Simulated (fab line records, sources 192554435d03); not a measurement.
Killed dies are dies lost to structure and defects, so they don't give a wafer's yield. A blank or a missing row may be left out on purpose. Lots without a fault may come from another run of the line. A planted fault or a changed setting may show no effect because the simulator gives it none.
Chamber matching | flow n5_finfet | N5_FIN_SAQP_MANDREL2_REMOVE_60 on rie_si-06: 4 sister chambers
The step chemistry HBr/Cl2/O2, target a-Si, stops on SiNx, bt time 10 s. 7 wafers are shown with their chamber, then 9 later ones without.

WAFERS WITH THEIR CHAMBER
wafer  | chamber | throttle_valve_pct (%) | drypump_motor_current_A (A)
L087.4 | 2       | 36.7                   | 5.8
L087.5 | 1       | 35.9                   | 5.2
L089.1 | 3       | 37.0                   | 6.2
L089.5 | 0       | 36.9                   | 5.2
L090.2 | 1       | 35.9                   | 5.2
L090.4 | 0       | 36.8                   | 5.1
L090.6 | 2       | 36.7                   | 5.7

WAFERS WITHOUT THEIR CHAMBER
wafer  | throttle_valve_pct (%) | drypump_motor_current_A (A)
L091.1 | 35.9                   | 5.2
L091.5 | 35.9                   | 5.1
L091.6 | 36.7                   | 5.7
L092.4 | 36.7                   | 5.7
L092.5 | 36.9                   | 5.1
L092.6 | 37.0                   | 6.2
L097.4 | 37.0                   | 6.2
L097.5 | 37.0                   | 6.1
L097.6 | 36.7                   | 5.8

WHICH CHAMBER EACH WENT THROUGH
wafer  | from the rows above | in truth
L091.1 | 1                   | 1
L091.5 | 1                   | 1
L091.6 | 2                   | 2
L092.4 | 2                   | 2
L092.5 | 0                   | 0
L092.6 | 3                   | 3
L097.4 | 3                   | 3
L097.5 | 3                   | 3
L097.6 | 2                   | 2
Placed correctly: 9 of 9. Can't be placed from these rows: 0. Placed wrongly: 0.
How it was worked out, from the rows above alone: a wafer's distance from a chamber is the root of the sum, over the readings, of the square of ((its reading less the chamber's mean) divided by the reading's scatter). The wafer belongs to the nearest chamber; if the next one is less than 2 further off, it can't be placed. A chamber's mean is the mean of its shown wafers. The scatter: the root of (the sum of the squares of (reading less its chamber's mean) over the shown wafers, divided by (wafers less chambers)).
